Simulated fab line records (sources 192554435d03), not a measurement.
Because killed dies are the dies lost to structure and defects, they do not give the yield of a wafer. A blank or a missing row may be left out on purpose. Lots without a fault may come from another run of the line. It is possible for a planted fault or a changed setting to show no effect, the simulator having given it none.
Chamber matching / flow n5Finfet / 4 sister chambers for N5_HKMG_FIN_ALD_91 on aldMetal-02
The step deposits TiN, target thk 1 nm, pulse time 1 s, purge time 3 s. 8 wafers are shown with their chamber, then 7 later ones without.

WAFERS, EACH WITH ITS CHAMBER
wafer=L080.5; chamber=0; heaterPowerW (W)=867; precursorPulseHeightRel=0.976
wafer=L083.1; chamber=2; heaterPowerW (W)=890; precursorPulseHeightRel=1.028
wafer=L083.5; chamber=3; heaterPowerW (W)=902; precursorPulseHeightRel=1.022
wafer=L086.1; chamber=3; heaterPowerW (W)=915; precursorPulseHeightRel=0.986
wafer=L086.2; chamber=2; heaterPowerW (W)=873; precursorPulseHeightRel=0.973
wafer=L086.4; chamber=1; heaterPowerW (W)=1005; precursorPulseHeightRel=1.003
wafer=L087.1; chamber=0; heaterPowerW (W)=875; precursorPulseHeightRel=1.000
wafer=L087.5; chamber=1; heaterPowerW (W)=1001; precursorPulseHeightRel=0.988

WAFERS WITHOUT THEIR CHAMBER
wafer=L087.6; heaterPowerW (W)=864; precursorPulseHeightRel=1.010
wafer=L091.1; heaterPowerW (W)=877; precursorPulseHeightRel=0.967
wafer=L091.2; heaterPowerW (W)=1027; precursorPulseHeightRel=0.994
wafer=L091.4; heaterPowerW (W)=919; precursorPulseHeightRel=0.984
wafer=L096.1; heaterPowerW (W)=854; precursorPulseHeightRel=1.001
wafer=L096.5; heaterPowerW (W)=917; precursorPulseHeightRel=1.003
wafer=L096.6; heaterPowerW (W)=878; precursorPulseHeightRel=1.004

EACH ONE'S CHAMBER
wafer=L087.6; from the rows above=can't be placed: 0 or 2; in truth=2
wafer=L091.1; from the rows above=can't be placed: 0 or 2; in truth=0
wafer=L091.2; from the rows above=1; in truth=1
wafer=L091.4; from the rows above=3; in truth=3
wafer=L096.1; from the rows above=can't be placed: 0 or 2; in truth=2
wafer=L096.5; from the rows above=3; in truth=3
wafer=L096.6; from the rows above=can't be placed: 2 or 0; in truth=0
3 of 7 placed correctly. Not placeable from these rows: 4 (in 4, the candidates include the true chamber). Wrongly placed: 0.
How it was worked out, from the rows above alone: a wafer's distance from a chamber is the root of the sum, over the readings, of the square of ((its reading less the chamber's mean) divided by the reading's scatter). If the next closest chamber is less than 2 further off than the closest, the wafer can't be placed; otherwise it belongs to the closest. Each chamber's mean is taken over the wafers shown for it. The scatter: take each reading less its chamber's mean, square it, sum over the shown wafers, divide by the number of wafers less the number of chambers, and take the root.
